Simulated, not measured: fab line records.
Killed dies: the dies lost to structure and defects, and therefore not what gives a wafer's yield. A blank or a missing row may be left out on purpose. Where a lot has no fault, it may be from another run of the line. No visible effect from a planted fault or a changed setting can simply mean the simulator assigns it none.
Which tool was responsible? || flow nand-harc || Sampling: 6 lots, 17 wafers, 2 of 1159 route steps

== WHAT EACH GAUGE READ, for each wafer ==
NHARC_P_ZERO_WELL_CD_MEAS_11: target cd 500 nm.
{"lot": "L908", "measured": "day 1 19:09", "on": "cd-sem-02", "cd-nm (nm)": "498.7 499.8 501.0"}
{"lot": "L913", "measured": "day 3 01:08", "on": "cd-sem-01", "cd-nm (nm)": "502.9 501.0 499.5"}
{"lot": "L916", "measured": "day 3 19:07", "on": "cd-sem-03", "cd-nm (nm)": "498.6 498.1 497.7"}
{"lot": "L921", "measured": "day 5 01:23", "on": "cd-sem-03", "cd-nm (nm)": "506.6 507.7"}
{"lot": "L924", "measured": "day 5 19:14", "on": "cd-sem-02", "cd-nm (nm)": "497.6 499.5 499.9"}
{"lot": "L928", "measured": "day 6 19:07", "on": "cd-sem-01", "cd-nm (nm)": "497.0 499.0 496.4"}

== EACH LOT AND THE TOOL THAT RAN IT (in order: tool; ch and the chambers of the sampled wafers; start) ==
{"lot": "L908", "NHARC_P_ZERO_WELL_PEB_09": "litho-track-05 ch 0, day 1 19:04"}
{"lot": "L913", "NHARC_P_ZERO_WELL_PEB_09": "litho-track-03 ch 0, day 3 01:03"}
{"lot": "L916", "NHARC_P_ZERO_WELL_PEB_09": "litho-track-03 ch 0, day 3 19:02"}
{"lot": "L921", "NHARC_P_ZERO_WELL_PEB_09": "litho-track-03 ch 0, day 5 01:17"}
{"lot": "L924", "NHARC_P_ZERO_WELL_PEB_09": "litho-track-02 ch 0, day 5 19:09"}
{"lot": "L928", "NHARC_P_ZERO_WELL_PEB_09": "litho-track-02 ch 0, day 6 19:02"}
- NHARC_P_ZERO_WELL_PEB_09: peb time 80 s.

== THE ANSWER, worked out from the rows above alone ==
Rule: the usual values come from the lots themselves. The widest of any qualifying gaps counts: lots, ordered by their means at a reading, are off when they make up no more than a third of the lots, leave a main group of 4 or more, and stand apart from it by 3 or more times the standard deviation of that group's means. Not used: any main group whose means are identical at the precision the tables above print for the reading. A lot without any number at a reading at which 4 lots or more have one is off too. Where the step has rows for the other lots, those lots are counted as sound.
Off: L921 (NHARC_P_ZERO_WELL_CD_MEAS_11, cd-nm). Main group: mean 499.1 nm, sd 1.3.
If a tool, at a process step before that reading, ran all the lots that are off and no sound lot after the first of them, it fits. The gauges at NHARC_P_ZERO_WELL_CD_MEAS_11 are tried like those tools. Can't be told from this: 2 tools fit, litho-track-03 at NHARC_P_ZERO_WELL_PEB_09, cd-sem-03 at NHARC_P_ZERO_WELL_CD_MEAS_11.

== WHAT THE SIMULATOR HAD INSERTED ==
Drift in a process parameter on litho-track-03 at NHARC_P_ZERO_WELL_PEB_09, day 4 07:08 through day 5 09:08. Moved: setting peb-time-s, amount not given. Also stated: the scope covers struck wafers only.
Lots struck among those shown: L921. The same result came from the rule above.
